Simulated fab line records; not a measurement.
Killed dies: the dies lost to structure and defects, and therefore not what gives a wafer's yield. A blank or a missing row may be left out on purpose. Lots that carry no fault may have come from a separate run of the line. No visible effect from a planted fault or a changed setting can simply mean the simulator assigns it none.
Matching of chambers | flow n5-finfet | uv-cure-01 running N5_BEOL_M10_CURE_71: 3 sister chambers
The step cures SiCOH lowk, time 240 s. 3 wafers are shown with their chamber, then 9 later ones without.

== EACH WAFER AND ITS CHAMBER ==
wafer  | chamber | wafer_temp_C_max
L074.5 | 0       | 386.6
L084.5 | 2       | 387.4
L087.5 | 1       | 386.6

== WAFERS WITH NO CHAMBER GIVEN ==
wafer  | wafer_temp_C_max
L086.1 | 387.5
L086.5 | 387.4
L086.6 | 386.6
L086.2 | 387.4
L086.3 | 387.7
L086.4 | 387.2
L097.2 | 386.5
L097.3 | 387.5
L097.6 | 386.7

== THE CHAMBER EACH PASSED THROUGH ==
wafer  | from the rows above     | in truth
L086.1 | 2                       | 2
L086.5 | 2                       | 2
L086.6 | can't be placed: 0 or 1 | 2
L086.2 | 2                       | 2
L086.3 | 2                       | 2
L086.4 | 2                       | 2
L097.2 | can't be placed: 0 or 1 | 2
L097.3 | 2                       | 2
L097.6 | can't be placed: 0 or 1 | 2
6 of 9 placed correctly. From these rows, 3 cannot be placed; in 0 the true chamber is one of the candidates. 0 placed wrongly.
How it was worked out, from the rows above alone: a wafer's distance from a chamber is the root of the sum, over the readings, of the square of ((its reading less the chamber's mean) divided by the reading's scatter). If the next closest chamber is less than 2 further off than the closest, the wafer can't be placed; otherwise it belongs to the closest. A chamber's mean is the mean of its shown wafers. The scatter: with one shown wafer a chamber, the root of the mean of the squares of how far each hidden wafer lies from its nearest shown one.
